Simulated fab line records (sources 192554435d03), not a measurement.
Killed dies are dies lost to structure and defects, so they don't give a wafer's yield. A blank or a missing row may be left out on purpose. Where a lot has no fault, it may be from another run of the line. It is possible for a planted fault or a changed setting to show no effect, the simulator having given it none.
A single fault, viewed from 2 desks + flow n5Finfet + every desk sees just its own numbers, and what lay behind them comes last

## DESK OF THE TOOL OWNER: rieDiel-06
The tool's own readings at N5_SD_EPI_P_ETCH_37 (etches SOC in N2/H2, overetch 108 nm, time 486 s): means of the sampled wafers that have a number, for each lot that ran on this tool. If a lot's mean is further than 4 standard deviations from the usual mean, the lot is out of limits and carries the mark OUT (the distance appears in the brackets).
Columns: A = biasW at N5_SD_EPI_P_ETCH_37, usual 132.9 W; B = drypumpMotorCurrentA at N5_SD_EPI_P_ETCH_37, usual 5.9 A; C = oesProductAu at N5_SD_EPI_P_ETCH_37, usual 0.67 a.u.; D = rfFwdPowerW at N5_SD_EPI_P_ETCH_37, usual 2995 W; E = rfVppV at N5_SD_EPI_P_ETCH_37, usual 241.1 V; F = showerheadPlenumPTorr at N5_SD_EPI_P_ETCH_37, usual 2.57 Torr; G = throttleValvePct at N5_SD_EPI_P_ETCH_37, usual 23.91 %
| lot  | first seen here | A     | B   | C    | D              | E               | F    | G     |
|------|-----------------|-------|-----|------|----------------|-----------------|------|-------|
| L234 | day 4 05:23     | 133.0 | 5.8 | 0.66 | 2992           | 240.4           | 2.46 | 24.03 |
| L235 | day 4 13:29     | 132.9 | 5.6 | 0.67 | 3718 (+75) OUT | 222.7 (-15) OUT | 2.50 | 24.07 |
| L236 | day 4 22:23     | 132.8 | 5.8 | 0.65 | 3718 (+75) OUT | 222.5 (-15) OUT | 2.46 | 24.03 |
| L238 | day 5 05:41     | 132.7 | 5.6 | 0.67 | 3718 (+75) OUT | 222.7 (-15) OUT | 2.50 | 24.07 |
This desk finds L235, L236, L238 out of limits, L235 being first, at day 4 13:29 (rfFwdPowerW at N5_SD_EPI_P_ETCH_37). L234: within limits.

## METROLOGY DESK
What the gauges read for every lot (on any tool): the sampled wafers with a number, averaged. If a lot's mean is further than 4 standard deviations from the usual mean, the lot is out of limits and carries the mark OUT (the distance appears in the brackets). Only the readings that lie furthest out on some lot appear, 7 of the 10 it has.
Columns: A = IOFF_P at N5_BEOL_M4_RC_MEAS_101, usual 0.22 nA/um; B = ION_N at N5_BEOL_M4_RC_MEAS_101, usual 677 uA/um; C = ION_P at N5_BEOL_M4_RC_MEAS_101, usual 466 uA/um; D = SS_N at N5_BEOL_M4_RC_MEAS_101, usual 71.5 mV/dec; E = SS_P at N5_BEOL_M4_RC_MEAS_101, usual 73.2 mV/dec; F = VT_N at N5_BEOL_M4_RC_MEAS_101, usual 249 mV; G = VT_P at N5_BEOL_M4_RC_MEAS_101, usual -248.9 mV
| lot  | first seen here | A    | B   | C   | D    | E    | F   | G      |
|------|-----------------|------|-----|-----|------|------|-----|--------|
| L234 | day 9 15:13     | 0.22 | 694 | 474 | 71.1 | 73.2 | 250 | -247.2 |
| L238 | day 10 10:16    | 0.19 | 672 | 462 | 71.1 | 73.3 | 251 | -254.2 |
| L236 | day 10 13:51    | 0.21 | 672 | 463 | 71.9 | 73.3 | 250 | -249.8 |
| L235 | day 10 15:33    | 0.22 | 685 | 465 | 71.8 | 74.4 | 250 | -250.3 |
| L247 | day 12 17:48    | 0.24 | 683 | 473 | 71.4 | 72.9 | 248 | -246.9 |
This desk's verdict: no lot among the 5 shows anything out of limits.

## TAKEN TOGETHER
On L235, L236, L238, at day 4 13:29, an alarm was possible from the tool owner's desk.
Nothing out of limits was seen by the metrology desk.
The metrology desk holds a record of L235, L236, L238, inside its limits.
Of the lots named, all ran N5_SD_EPI_P_ETCH_37 on rieDiel-06.

## WHAT HAD BEEN PUT IN BY THE SIMULATOR
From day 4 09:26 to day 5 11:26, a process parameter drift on rieDiel-06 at N5_SD_EPI_P_ETCH_37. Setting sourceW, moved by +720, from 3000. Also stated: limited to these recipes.
Shown lots that were struck: L235, L236, L238.
Each desk's first reading out of limits, in hours after the fault started: the tool owner's desk, 4.
